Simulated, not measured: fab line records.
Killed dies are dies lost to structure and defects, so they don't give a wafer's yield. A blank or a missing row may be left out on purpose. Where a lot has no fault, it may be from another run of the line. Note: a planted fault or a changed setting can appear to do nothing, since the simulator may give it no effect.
Which tool was responsible?	flow nandHarc	39 wafers from 13 lots sampled at 6 of the route's 1159 steps

WHAT THE GAUGES SHOWED, per wafer
NHARC_A_START_INSPECT_01.
lot	measured	on	rawDefectCount
L557	day 6 20:56	defectInspect-02	3 4 5
L556	day 6 21:34	defectInspect-02	2 5 2
L559	day 7 00:38	defectInspect-01	3 4 6
L560	day 7 10:58	defectInspect-01	3 6 10
L561	day 7 12:02	defectInspect-01	4 3 2
L562	day 8 10:42	defectInspect-01	4 4 2
L565	day 8 19:52	defectInspect-01	2 6 6
L571	day 9 17:51	defectInspect-02	3 6 2
L569	day 9 21:17	defectInspect-02	6 2 2
L574	day 11 00:40	defectInspect-01	3 6 4
L576	day 11 06:53	defectInspect-02	5 5 8
L578	day 11 22:13	defectInspect-01	6 4 7
L579	day 12 05:45	defectInspect-01	3 5 4

NHARC_A_ONON_D1_THK_MEAS_05: measures by ellipsometry.
lot	measured	on	thkNm (nm)
L557	day 7 23:38	filmMetro-01	1000 995 996
L556	day 7 23:37	filmMetro-02	1006 1007 1007
L559	day 7 23:41	filmMetro-02	994 992 992
L560	day 8 11:43	filmMetro-02	984 982 983
L561	day 8 11:35	filmMetro-01	1002 1001 1002
L562	day 9 10:02	filmMetro-01	1005 1006 1005
L565	day 9 20:05	filmMetro-01	1016 1017 1016
L571	day 10 19:14	filmMetro-01	1566 1566 1565
L569	day 10 19:36	filmMetro-01	1567 1566 1565
L574	day 12 03:14	filmMetro-02	1000 1000 999
L576	day 12 03:17	filmMetro-02	1010 1009 1009
L578	day 12 20:10	filmMetro-01	1003 1001 998
L579	day 13 07:13	filmMetro-01	1001 1001 1000

NHARC_END_SORT_01.
lot	measured	on	killedAtArray	killedAtOther	killedAtPeriphery	killedDies	killedOpen	killedShort
L571	day 23 03:07	prober-01	669 672 669	4 1 4	4 4 4	677 677 677	9 2 4	1 2 2
L569	day 22 10:40	prober-01	674 676 676	0 0 0	3 1 1	677 677 677	6 3 3	2 3 0

EACH LOT AND THE TOOL THAT RAN IT (in order: tool; ch and the chambers of the sampled wafers; start)
lot	NHARC_P_BONDPAD_PVD_17	NHARC_A_ZERO_WELL_RTA_16	NHARC_A_ONON_D1_DEP_03
L557	pvdSputter-03, day 6 20:56 or earlier	rtpAnneal-02 ch 0, day 7 00:22	pecvdOnon-04 ch 0, day 7 23:08
L556	pvdSputter-03, day 6 21:34 or earlier	rtpAnneal-01 ch 0, day 7 00:34	pecvdOnon-03 ch 0, day 7 23:07
L559	pvdSputter-03, day 7 00:38 or earlier	rtpAnneal-01 ch 0, day 7 02:37	pecvdOnon-01 ch 0, day 7 23:10
L560	pvdSputter-02, day 7 10:58 or earlier	rtpAnneal-02 ch 0, day 7 13:19	pecvdOnon-01 ch 0, day 8 11:12
L561	pvdSputter-01, day 7 12:02 or earlier	rtpAnneal-01 ch 0, day 7 14:08	pecvdOnon-04 ch 0, day 8 11:04
L562	pvdSputter-02, day 8 10:42 or earlier	rtpAnneal-02 ch 0, day 8 12:49	pecvdOnon-04 ch 0, day 9 09:32
L565	pvdSputter-03, day 8 19:52 or earlier	rtpAnneal-02 ch 0, day 8 22:02	pecvdOnon-03 ch 0, day 9 19:34
L571	pvdSputter-03, day 9 17:51 or earlier	rtpAnneal-01 ch 0, day 9 20:01	pecvdOnon-04 ch 0, day 10 18:50
L569	pvdSputter-01, day 9 21:17 or earlier	rtpAnneal-02 ch 0, day 9 23:31	pecvdOnon-04 ch 0, day 10 19:16
L574	pvdSputter-01, day 11 00:40 or earlier	rtpAnneal-01 ch 0, day 11 02:50	pecvdOnon-03 ch 0, day 12 02:47
L576	pvdSputter-01, day 11 06:53 or earlier	rtpAnneal-02 ch 0, day 11 09:02	pecvdOnon-01 ch 0, day 12 02:50
L578	pvdSputter-02, day 11 22:13 or earlier	rtpAnneal-02 ch 0, day 12 00:17	pecvdOnon-03 ch 0, day 12 19:49
L579	pvdSputter-01, day 12 05:45 or earlier	rtpAnneal-01 ch 0, day 12 07:53	pecvdOnon-01 ch 0, day 13 06:42
- NHARC_P_BONDPAD_PVD_17: deposits TaN, target thk 5 nm, time 8.06 s.
- NHARC_A_ZERO_WELL_RTA_16: time 10 s.
- NHARC_A_ONON_D1_DEP_03: target thk 1000 nm.

WHAT THE TOOLS THEMSELVES READ (means of the sampled wafers that have a number; where no wafer has one, the mark that the record gives instead)
NHARC_P_BONDPAD_PVD_17.
lot	tool	substrateTempC (C)	throttleValvePct (%)
L557	pvdSputter-03	49.97	29.9
L556	pvdSputter-03	49.98	30.9
L559	pvdSputter-03	50.07	30.1
L560	pvdSputter-02	49.96	29.4
L561	pvdSputter-01	49.97	30.5
L562	pvdSputter-02	49.83	30.1
L565	pvdSputter-03	50.01	30.0
L571	pvdSputter-03	49.90	29.8
L569	pvdSputter-01	50.08	29.5
L574	pvdSputter-01	49.84	30.2
L576	pvdSputter-01	50.06	30.2
L578	pvdSputter-02	50.00	30.3
L579	pvdSputter-01	49.91	30.2

NHARC_A_ZERO_WELL_RTA_16.
lot	tool	lampPowerPct (%)	lamp_zone_1_pct (%)	lamp_zone_2_pct (%)	lamp_zone_5_pct (%)	wafer_temp_C_max
L557	rtpAnneal-02	28.68	28.67	28.71	28.67	1007.3
L556	rtpAnneal-01	29.04	29.04	29.10	29.06	1004.2
L559	rtpAnneal-01	29.06	29.03	29.04	29.04	1004.5
L560	rtpAnneal-02	28.72	28.73	28.69	28.67	1006.1
L561	rtpAnneal-01	29.06	29.05	29.06	29.06	1004.7
L562	rtpAnneal-02	28.70	28.71	28.69	28.68	1006.4
L565	rtpAnneal-02	28.67	28.62	28.63	28.62	1007.5
L571	rtpAnneal-01	29.03	29.07	29.06	29.06	1004.5
L569	rtpAnneal-02	28.66	28.68	28.69	28.69	1006.0
L574	rtpAnneal-01	29.07	29.04	29.05	29.06	1003.9
L576	rtpAnneal-02	28.72	28.73	28.68	28.71	1006.3
L578	rtpAnneal-02	28.69	28.69	28.70	28.70	1005.9
L579	rtpAnneal-01	29.05	29.06	29.05	29.04	1005.0

THE ANSWER, worked out from the rows above alone
Rule: the lots themselves supply what counts as usual. Put in order of their means at a reading, lots are off if they are a third of the lots or fewer, leave a main group of 4 or more, and stand apart from it by a gap of 3 or more times the standard deviation of the main group's means; of several such gaps the widest counts. A main group whose means are all the same, to the digits that the tables above print for the reading, isn't used. Also off: a lot with no number at a reading for which 4 or more lots have one. All remaining lots with rows at the step are treated as sound. The gauges are gone through in route order, then the tools' own readings, and for those a lot's mean is taken as printed above. At the first step where some lot is off, the reading lying furthest off is the one used; lots without a number count as furthest.
Off, at NHARC_A_ONON_D1_THK_MEAS_05 on thkNm: L571, L569. For the main group the mean is 1001 nm and the standard deviation 8.4.
If a tool, at a process step before that reading, ran all the lots that are off and no sound lot after the first of them, it fits. Those tools and the gauges at NHARC_A_ONON_D1_THK_MEAS_05 are tried in the same way. With no start given for some of its lots, NHARC_P_BONDPAD_PVD_17 uses the hours and lot order of NHARC_A_START_INSPECT_01. One fits: pecvdOnon-04 at NHARC_A_ONON_D1_DEP_03. Its last sound lot is L562 (day 9 09:32), its first lot that is off L571 (day 10 18:50): a fault that began between those two fits.

WHAT HAD BEEN PUT IN BY THE SIMULATOR
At NHARC_A_ONON_D1_DEP_03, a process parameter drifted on pecvdOnon-04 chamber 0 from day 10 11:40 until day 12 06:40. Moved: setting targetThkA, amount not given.
Lots struck among those shown: L571, L569. The same result came from the rule above.
